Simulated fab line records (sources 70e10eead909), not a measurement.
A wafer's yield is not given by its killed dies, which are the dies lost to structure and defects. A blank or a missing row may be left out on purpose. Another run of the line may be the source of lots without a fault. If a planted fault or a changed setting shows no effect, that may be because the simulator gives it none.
A lot that was struck, set against a sound lot + flow nand harc + 13 out of 1302 route steps
Sound: the wafers L199.1, L199.4, L199.6. Wafers L209.1, L209.3, L209.4 were the ones struck. The cause is given at the end.
Per side, at each step with rows, come the tool, then ch with its chambers, and then its first start. Under that, the readings that differ: sound wafers + struck wafers + difference of the means + sigmas: that difference in standard deviations of wafers without a fault.
alike: same words and numbers on both sides, and readings whose means sit less than 2 such deviations apart. not compared: any withheld reading, any reading some wafer has no value for, any bound like >300 that may hide the same value, and any number with overlapping values for which the record gives no deviation.
The two part at a step that has a row with sigmas, a row that says differs or no value, or rows on one side only. Non-overlapping numbers with no deviation appear without sigmas and do not part them. A reading missing from all wafers of one side parts the sides only when that side holds two or more wafers.

first, 1 step without rows for these wafers: NHARC_A_CONTACT_STRIP_27 (strips in post etch residue remover, time 600 s).
NHARC_A_CONTACT_ALD_18: deposits TiN, target thk 3 nm, pulse time 1 s, ald cycles 150.
  sound on ald metal-01 ch 1,2, day 25 12:47; struck on ald metal-03 ch 0,1,3, day 30 05:42
  alike: heater power w, precursor pulse height rel
NHARC_A_CONTACT_CVD_19: deposits W, target thk 300 nm, time 802 s.
  sound: cvd w-01 ch 0,1; struck: cvd w-01 ch 0,1
| reading                      | sound             | struck            | difference | sigmas |
|------------------------------|-------------------|-------------------|------------|--------|
| chamber pressure Torr (Torr) | 40.08 40.14 40.24 | 39.94 40.00 39.99 | -0.18      | -2     |
  alike: heater power w, throttle valve pct
NHARC_A_CONTACT_CMP_20: polishes, t overpolish 30 s, target thk 300 nm.
  sound on cmp-01 ch 0,1,2, day 25 13:56; struck on cmp-01 ch 0,2,3, day 30 06:49
  alike: motor current A, overpolish run s, time to endpoint s
next, for these wafers, 1 step has no rows: NHARC_A_CONTACT_SRD_22.
NHARC_A_CONTACT_INSPECT_23:
  sound on defect inspect-01 at day 25 14:20; struck on defect inspect-01 at day 30 07:12
  alike: raw defect count
then, 5 steps without rows for these wafers: NHARC_A_BLC_DEHYDRATE_00 (time 120 s); NHARC_A_BLC_HMDS_01 (time 30 s); NHARC_A_BLC_COAT_02 (time 75 s); NHARC_A_BLC_COAT_03 (time 65 s); NHARC_A_BLC_COAT_04 (resist thk 90 nm).
NHARC_A_BLC_SOFTBAKE_05: time 55 s.
  sound on litho track-04 ch 0, day 25 14:00; struck on litho track-04 ch 0, day 30 07:00
| reading                  | sound                | struck               | difference | sigmas |
|--------------------------|----------------------|----------------------|------------|--------|
| heater power total W (W) | 188.32 188.38 188.67 | 185.37 185.20 185.29 | -3.17      | -23    |
  alike: plate temp C
next, for these wafers, 1 step has no rows: NHARC_A_BLC_EBR_06.

WHERE THEY PART
Earliest at NHARC_A_CONTACT_CVD_19; latest, in this record, at NHARC_A_BLC_SOFTBAKE_05.

WHY: what had been put in by the simulator
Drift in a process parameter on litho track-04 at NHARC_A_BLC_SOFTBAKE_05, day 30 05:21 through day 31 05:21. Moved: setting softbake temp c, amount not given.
